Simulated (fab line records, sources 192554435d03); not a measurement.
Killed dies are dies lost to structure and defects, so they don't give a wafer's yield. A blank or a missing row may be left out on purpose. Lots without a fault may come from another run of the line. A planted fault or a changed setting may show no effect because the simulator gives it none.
Which tool did it? | flow n5_finfet | 24 lots, 72 wafers sampled, at 6 steps of a route of 1938

WHAT THE GAUGES READ, wafer by wafer
N5_FIN_SAQP_CD_MEAS_31: target cd 8 nm. Usual: cd_nm 8.11 nm, standard deviation 0.21.
lot  | measured    | on        | cd_nm (nm)     | flag
L074 | day 2 02:00 | cd_sem-02 | 8.39 8.09 8.41 |
L075 | day 2 07:34 | cd_sem-02 | 8.05 8.20 8.37 |
L076 | day 2 13:38 | cd_sem-03 | 8.60 8.10 8.07 |
L077 | day 2 19:52 | cd_sem-03 | 8.00 7.97 8.30 |
L078 | day 3 01:32 | cd_sem-03 | 8.25 7.86 8.30 |
L079 | day 3 09:05 | cd_sem-03 | 8.40 8.09 8.37 |
L080 | day 3 13:48 | cd_sem-02 | 7.99 7.88 8.13 |
L081 | day 3 20:33 | cd_sem-03 | 8.28 8.08 7.88 |
L082 | day 4 01:55 | cd_sem-01 | 8.27 8.06 7.98 |
L083 | day 4 07:23 | cd_sem-03 | 8.21 8.10 7.93 |
L084 | day 4 14:38 | cd_sem-01 | 8.09 8.21 8.10 |
L085 | day 4 19:43 | cd_sem-03 | 8.18 8.51 8.05 |
L086 | day 5 04:22 | cd_sem-02 | 8.16 8.37 8.19 |
L087 | day 5 11:44 | cd_sem-03 | 8.12 7.75 8.29 |
L088 | day 5 13:23 | cd_sem-02 | 8.12 8.34 8.38 |
L089 | day 5 20:35 | cd_sem-03 | 7.87 7.98 8.06 |
L090 | day 6 02:40 | cd_sem-02 | 8.13 8.15 7.97 |
L091 | day 6 07:26 | cd_sem-01 | 8.02 8.11 7.88 |
L092 | day 6 13:07 | cd_sem-03 | 8.58 8.35 8.18 |
L093 | day 6 20:16 | cd_sem-01 | 8.15 8.06 7.99 |
L094 | day 7 01:09 | cd_sem-01 | 8.03 7.99 7.95 |
L095 | day 7 07:35 | cd_sem-03 | 8.06 7.95 8.08 |
L096 | day 7 13:07 | cd_sem-01 | 8.27 8.13 8.25 |
L097 | day 7 20:13 | cd_sem-03 | 7.90 8.08 8.30 |

WHICH TOOL RAN EACH LOT (tool, then ch and the chambers of the sampled wafers, then the start)
lot  | N5_PMOS_HMC_CHANNEL_EPI_CMP_21 | N5_FIN_SAQP_PECVD_48           | N5_FIN_SAQP_ETCH_65             | N5_FIN_SAQP_RECESS_71             | N5_FIN_SAQP_SPACER2_ALD_28
L074 | cmp-03 ch 1,3, day 1 19:46     | pecvd-04 ch 0,1, day 1 21:32   | rie_si-05 ch 1,3, day 2 00:36   | vapor_etch-01 ch 0, day 2 01:19   | ald_sin-04 ch 0,1,2, day 2 01:28
L075 | cmp-01 ch 1,2,3, day 2 01:28   | pecvd-04 ch 0,2, day 2 03:03   | rie_si-04 ch 0,1,3, day 2 06:00 | vapor_etch-01 ch 0,1, day 2 06:54 | ald_sin-04 ch 0,1,2, day 2 07:03
L076 | cmp-01 ch 0,3, day 2 07:50     | pecvd-01 ch 0,1, day 2 09:17   | rie_si-05 ch 0,1,3, day 2 12:09 | vapor_etch-01 ch 0,1, day 2 12:58 | ald_sin-04 ch 0,1,2, day 2 13:07
L077 | cmp-03 ch 0,2,3, day 2 13:55   | pecvd-01 ch 0,2, day 2 15:32   | rie_si-06 ch 0,1,3, day 2 18:28 | vapor_etch-01 ch 0,1, day 2 19:11 | ald_sin-01 ch 0,1,3, day 2 19:20
L078 | cmp-01 ch 0,2,3, day 2 19:40   | pecvd-01 ch 0,1, day 2 21:15   | rie_si-06 ch 0,1,3, day 3 00:07 | vapor_etch-01 ch 0,1, day 3 00:52 | ald_sin-01 ch 0,1,3, day 3 01:00
L079 | cmp-01 ch 0,1,3, day 3 02:07   | pecvd-04 ch 0,1,2, day 3 03:39 | rie_si-06 ch 0,1,2, day 3 07:43 | vapor_etch-01 ch 0,1, day 3 08:26 | ald_sin-01 ch 1,2,3, day 3 08:34
L080 | cmp-03 ch 0,2,3, day 3 07:53   | pecvd-04 ch 1,2, day 3 09:17   | rie_si-06 ch 1,3, day 3 12:05   | vapor_etch-02 ch 0,1, day 3 12:58 | ald_sin-02 ch 0,2,3, day 3 13:06
L081 | cmp-03 ch 0,1, day 3 13:09     | pecvd-01 ch 0,1,2, day 3 15:32 | rie_si-06 ch 0,3, day 3 18:25   | vapor_etch-02 ch 0,1, day 3 19:08 | ald_sin-04 ch 0,1,2, day 3 20:02
L082 | cmp-02 ch 0,1,2, day 3 20:07   | pecvd-04 ch 0,2, day 3 21:32   | rie_si-06 ch 1,3, day 4 00:28   | vapor_etch-01 ch 0,1, day 4 01:11 | ald_sin-02 ch 2,3, day 4 01:19
L083 | cmp-01 ch 0,3, day 4 01:08     | pecvd-04 ch 0,2, day 4 02:38   | rie_si-04 ch 1,3, day 4 05:53   | vapor_etch-02 ch 0,1, day 4 06:44 | ald_sin-04 ch 0,2, day 4 06:52
L084 | cmp-01 ch 2,3, day 4 07:17     | pecvd-04 ch 0,1,2, day 4 08:46 | rie_si-04 ch 0,2,3, day 4 13:04 | vapor_etch-02 ch 0,1, day 4 13:47 | ald_sin-04 ch 0,1,2, day 4 13:56
L085 | cmp-03 ch 0,1,3, day 4 13:11   | pecvd-02 ch 0,1,2, day 4 14:50 | rie_si-05 ch 0,1,2, day 4 18:19 | vapor_etch-02 ch 0,1, day 4 19:02 | ald_sin-04 ch 1,2,3, day 4 19:11
L086 | cmp-02 ch 1,2,3, day 4 19:07   | pecvd-02 ch 0,1,2, day 4 20:31 | rie_si-05 ch 0,2,3, day 5 00:17 | vapor_etch-01 ch 0,1, day 5 01:03 | ald_sin-04 ch 1,2, day 5 03:50
L087 | cmp-01 ch 1,3, day 5 01:11     | pecvd-02 ch 0,2, day 5 06:20   | rie_si-05 ch 0,1,3, day 5 10:08 | vapor_etch-02 ch 0,1, day 5 11:03 | ald_sin-02 ch 1,2, day 5 11:09
L088 | cmp-02 ch 0,3, day 5 07:13     | pecvd-01 ch 0,1,2, day 5 08:40 | rie_si-05 ch 0,2, day 5 11:42   | vapor_etch-02 ch 0,1, day 5 12:28 | ald_sin-04 ch 1,2, day 5 12:50
L089 | cmp-01 ch 1,2,3, day 5 13:33   | pecvd-01 ch 1,2, day 5 14:59   | rie_si-05 ch 1,2, day 5 18:34   | vapor_etch-01 ch 0,1, day 5 19:19 | ald_sin-04 ch 1,2, day 5 19:57
L090 | cmp-02 ch 0,1,2, day 5 19:44   | pecvd-02 ch 0,2, day 5 21:56   | rie_si-05 ch 0,1,2, day 6 01:13 | vapor_etch-02 ch 0,1, day 6 01:59 | ald_sin-02 ch 0,1,3, day 6 02:05
L091 | cmp-03 ch 1,2,3, day 6 01:22   | pecvd-04 ch 0,2, day 6 02:58   | rie_si-06 ch 0,1,2, day 6 06:02 | vapor_etch-02 ch 0,1, day 6 06:46 | ald_sin-02 ch 0,3, day 6 06:54
L092 | cmp-01 ch 0,1,3, day 6 07:19   | pecvd-04 ch 0,1,2, day 6 08:56 | rie_si-05 ch 1,3, day 6 11:41   | vapor_etch-01 ch 0,1, day 6 12:27 | ald_sin-04 ch 0,2, day 6 12:36
L093 | cmp-03 ch 0,2,3, day 6 14:09   | pecvd-01 ch 0,1,2, day 6 15:41 | rie_si-04 ch 1,2, day 6 18:50   | vapor_etch-01 ch 0,1, day 6 19:33 | ald_sin-02 ch 0,1,2, day 6 19:41
L094 | cmp-03 ch 0,2,3, day 6 19:19   | pecvd-02 ch 0,2, day 6 20:49   | rie_si-04 ch 1,2,3, day 6 23:37 | vapor_etch-02 ch 0,1, day 7 00:24 | ald_sin-04 ch 2,3, day 7 00:32
L095 | cmp-02 ch 0,2,3, day 7 01:21   | pecvd-01 ch 0,1,2, day 7 02:57 | rie_si-04 ch 0,2,3, day 7 05:58 | vapor_etch-01 ch 0,1, day 7 06:55 | ald_sin-01 ch 0,2, day 7 07:04
L096 | cmp-02 ch 0,1,2, day 7 07:22   | pecvd-04 ch 0,1,2, day 7 08:46 | rie_si-04 ch 0,2,3, day 7 11:43 | vapor_etch-01 ch 0,1, day 7 12:26 | ald_sin-04 ch 1,2, day 7 12:35
L097 | cmp-03 ch 1,3, day 7 13:37     | pecvd-04 ch 1,2, day 7 15:53   | rie_si-04 ch 0,1,2, day 7 18:43 | vapor_etch-02 ch 0, day 7 19:27   | ald_sin-02 ch 2,3, day 7 19:41
- N5_PMOS_HMC_CHANNEL_EPI_CMP_21: polishes SiGe30, target thk 54 nm.
- N5_FIN_SAQP_PECVD_48: deposits SiNx from SiH4/NH3/N2, target thk 25 nm, time 22.1 s.
- N5_FIN_SAQP_ETCH_65: etches SiO2 in CF4, target depth 4 nm, time 4.4 s.
- N5_FIN_SAQP_RECESS_71: chemistry HF/NH3, target SiO2, target depth 3 nm, afs cycles 1, sublimation time 60 s.
- N5_FIN_SAQP_SPACER2_ALD_28: deposits SiO2, target thk 8.1 nm, pulse time 1 s, purge time 2 s.

WHAT THE TOOLS THEMSELVES READ (means of the sampled wafers that have a number; where no wafer has one, the mark that the record gives instead)
N5_PMOS_HMC_CHANNEL_EPI_CMP_21. Usual: motor_current_A 12.4 A, standard deviation 1.2.
lot  | tool   | motor_current_A (A) | flag
L074 | cmp-03 | 14.0                |
L075 | cmp-01 | 11.4                |
L076 | cmp-01 | 11.5                |
L077 | cmp-03 | 13.3                |
L078 | cmp-01 | 11.8                |
L079 | cmp-01 | 11.5                |
L080 | cmp-03 | 13.2                |
L081 | cmp-03 | 13.5                |
L082 | cmp-02 | 12.5                |
L083 | cmp-01 | 11.4                |
L084 | cmp-01 | 11.6                |
L085 | cmp-03 | 13.1                |
L086 | cmp-02 | 12.0                |
L087 | cmp-01 | 11.8                |
L088 | cmp-02 | 11.0                |
L089 | cmp-01 | 11.6                |
L090 | cmp-02 | 12.3                |
L091 | cmp-03 | 14.4                |
L092 | cmp-01 | 11.3                |
L093 | cmp-03 | 12.8                |
L094 | cmp-03 | 13.5                |
L095 | cmp-02 | 12.1                |
L096 | cmp-02 | 12.4                |
L097 | cmp-03 | 14.0                |

N5_FIN_SAQP_PECVD_48. Usual: heater_power_w 743 W, standard deviation 78; showerhead_plenum_p_Torr 5.14 Torr, standard deviation 0.079; throttle_valve_pct 40.2 %, standard deviation 1.3.
lot  | tool     | heater_power_w (W) | showerhead_plenum_p_Torr (Torr) | throttle_valve_pct (%) | flag
L074 | pecvd-04 | 654                | 5.18                            | 39.9                   |
L075 | pecvd-04 | 744                | 5.05                            | 40.6                   |
L076 | pecvd-01 | 772                | 5.11                            | 40.0                   |
L077 | pecvd-01 | 788                | 5.12                            | 41.3                   |
L078 | pecvd-01 | 803                | 5.09                            | 40.0                   |
L079 | pecvd-04 | 672                | 5.12                            | 40.1                   |
L080 | pecvd-04 | 633                | 5.12                            | 40.1                   |
L081 | pecvd-01 | 771                | 5.13                            | 40.1                   |
L082 | pecvd-04 | 738                | 5.05                            | 40.7                   |
L083 | pecvd-04 | 700                | 5.05                            | 40.6                   |
L084 | pecvd-04 | 662                | 5.12                            | 40.2                   |
L085 | pecvd-02 | 777                | 5.19                            | 40.3                   |
L086 | pecvd-02 | 806                | 5.19                            | 40.3                   |
L087 | pecvd-02 | 855                | 5.24                            | 39.7                   |
L088 | pecvd-01 | 797                | 5.12                            | 40.1                   |
L089 | pecvd-01 | 802                | 5.15                            | 39.3                   |
L090 | pecvd-02 | 849                | 5.25                            | 39.8                   |
L091 | pecvd-04 | 732                | 5.05                            | 40.8                   |
L092 | pecvd-04 | 649                | 5.12                            | 40.2                   |
L093 | pecvd-01 | 791                | 5.12                            | 40.2                   |
L094 | pecvd-02 | 766                | 5.24                            | 39.7                   |
L095 | pecvd-01 | 770                | 5.12                            | 40.2                   |
L096 | pecvd-04 | 686                | 5.12                            | 40.4                   |
L097 | pecvd-04 | 721                | 5.13                            | 40.5                   |

N5_FIN_SAQP_ETCH_65. Usual: chamber_pressure_mTorr 10.001 mTorr, standard deviation 0.0099; drypump_motor_current_A 5.7 A, standard deviation 0.45; oes_product_au 0.988 a.u., standard deviation 0.022; throttle_valve_pct 21.75 %, standard deviation 0.17.
lot  | tool      | chamber_pressure_mTorr (mTorr) | drypump_motor_current_A (A) | oes_product_au (a.u.) | throttle_valve_pct (%) | flag
L074 | rie_si-05 | 9.996                          | 6.1                         | 0.986                 | 21.75                  |
L075 | rie_si-04 | 9.999                          | 5.7                         | 0.985                 | 21.74                  |
L076 | rie_si-05 | 10.004                         | 6.2                         | 0.999                 | 21.63                  |
L077 | rie_si-06 | 10.003                         | 5.2                         | 1.006                 | 21.76                  |
L078 | rie_si-06 | 10.000                         | 5.2                         | 1.002                 | 21.75                  |
L079 | rie_si-06 | 9.999                          | 5.1                         | 1.012                 | 21.76                  |
L080 | rie_si-06 | 10.005                         | 5.2                         | 0.995                 | 21.68                  |
L081 | rie_si-06 | 10.004                         | 5.4                         | 1.000                 | 21.86                  |
L082 | rie_si-06 | 10.000                         | 5.2                         | 0.998                 | 21.68                  |
L083 | rie_si-04 | 9.999                          | 5.5                         | 0.994                 | 21.64                  |
L084 | rie_si-04 | 9.997                          | 5.7                         | 0.964                 | 21.80                  |
L085 | rie_si-05 | 10.004                         | 6.1                         | 0.981                 | 21.65                  |
L086 | rie_si-05 | 9.999                          | 6.0                         | 0.991                 | 21.72                  |
L087 | rie_si-05 | 10.001                         | 6.2                         | 0.994                 | 21.63                  |
L088 | rie_si-05 | 9.992                          | 5.9                         | 0.970                 | 21.74                  |
L089 | rie_si-05 | 10.003                         | 5.9                         | 0.972                 | 21.78                  |
L090 | rie_si-05 | 10.005                         | 6.1                         | 0.997                 | 21.65                  |
L091 | rie_si-06 | 10.004                         | 5.1                         | 1.007                 | 21.62                  |
L092 | rie_si-05 | 10.002                         | 6.1                         | 0.984                 | 21.74                  |
L093 | rie_si-04 | 9.995                          | 5.7                         | 0.968                 | 21.83                  |
L094 | rie_si-04 | 10.001                         | 5.6                         | 0.982                 | 21.73                  |
L095 | rie_si-04 | 10.004                         | 5.8                         | 0.966                 | 21.81                  |
L096 | rie_si-04 | 10.004                         | 5.8                         | 0.975                 | 21.82                  |
L097 | rie_si-04 | 9.990                          | 5.8                         | 0.971                 | 21.84                  |

N5_FIN_SAQP_RECESS_71. Usual: drypump_motor_current_A 5.42 A, standard deviation 0.21.
lot  | tool          | drypump_motor_current_A (A) | flag
L074 | vapor_etch-01 | 5.18                        |
L075 | vapor_etch-01 | 5.52                        |
L076 | vapor_etch-01 | 5.34                        |
L077 | vapor_etch-01 | 5.35                        |
L078 | vapor_etch-01 | 5.51                        |
L079 | vapor_etch-01 | 5.35                        |
L080 | vapor_etch-02 | 5.43                        |
L081 | vapor_etch-02 | 5.37                        |
L082 | vapor_etch-01 | 5.51                        |
L083 | vapor_etch-02 | 5.37                        |
L084 | vapor_etch-02 | 5.44                        |
L085 | vapor_etch-02 | 5.36                        |
L086 | vapor_etch-01 | 5.52                        |
L087 | vapor_etch-02 | 5.41                        |
L088 | vapor_etch-02 | 5.45                        |
L089 | vapor_etch-01 | 5.52                        |
L090 | vapor_etch-02 | 5.35                        |
L091 | vapor_etch-02 | 5.37                        |
L092 | vapor_etch-01 | 5.34                        |
L093 | vapor_etch-01 | 5.34                        |
L094 | vapor_etch-02 | 5.37                        |
L095 | vapor_etch-01 | 5.33                        |
L096 | vapor_etch-01 | 5.51                        |
L097 | vapor_etch-02 | 5.52                        |

N5_FIN_SAQP_SPACER2_ALD_28. Usual: heater_power_w 491 W, standard deviation 41; precursor_pulse_height_rel 1.000, standard deviation 0.022.
lot  | tool       | heater_power_w (W) | precursor_pulse_height_rel | flag
L074 | ald_sin-04 | 515                | 1.004                      |
L075 | ald_sin-04 | 497                | 0.990                      |
L076 | ald_sin-04 | 507                | 0.995                      |
L077 | ald_sin-01 | 496                | 0.985                      |
L078 | ald_sin-01 | 498                | 1.001                      |
L079 | ald_sin-01 | 468                | 0.996                      |
L080 | ald_sin-02 | 509                | 0.991                      |
L081 | ald_sin-04 | 507                | 0.978                      |
L082 | ald_sin-02 | 490                | 0.983                      |
L083 | ald_sin-04 | 522                | 0.999                      |
L084 | ald_sin-04 | 502                | 1.001                      |
L085 | ald_sin-04 | 497                | 1.023                      |
L086 | ald_sin-04 | 520                | 1.008                      |
L087 | ald_sin-02 | 471                | 1.028                      |
L088 | ald_sin-04 | 524                | 0.992                      |
L089 | ald_sin-04 | 516                | 0.994                      |
L090 | ald_sin-02 | 509                | 1.012                      |
L091 | ald_sin-02 | 511                | 1.002                      |
L092 | ald_sin-04 | 515                | 1.001                      |
L093 | ald_sin-02 | 512                | 0.988                      |
L094 | ald_sin-04 | 511                | 0.997                      |
L095 | ald_sin-01 | 438                | 1.008                      |
L096 | ald_sin-04 | 530                | 1.019                      |
L097 | ald_sin-02 | 484                | 1.006                      |

THE ANSWER, worked out from the rows above alone
Rule: a lot is off if the mean of its wafers that have a number lies more than 3 standard deviations from the usual mean. A lot without any number at a reading at which 4 lots or more have one is off too. The other lots that the step has rows for count as sound. The gauges are gone through in route order, then the tools' own readings, and for those a lot's mean is taken as printed above. The first step at which some lot is off is used, and at that step the reading that is off furthest; a lot without a number counts as furthest.
No lot is off at any reading shown: from this, nothing can be told.

WHAT THE SIMULATOR HAD PUT IN
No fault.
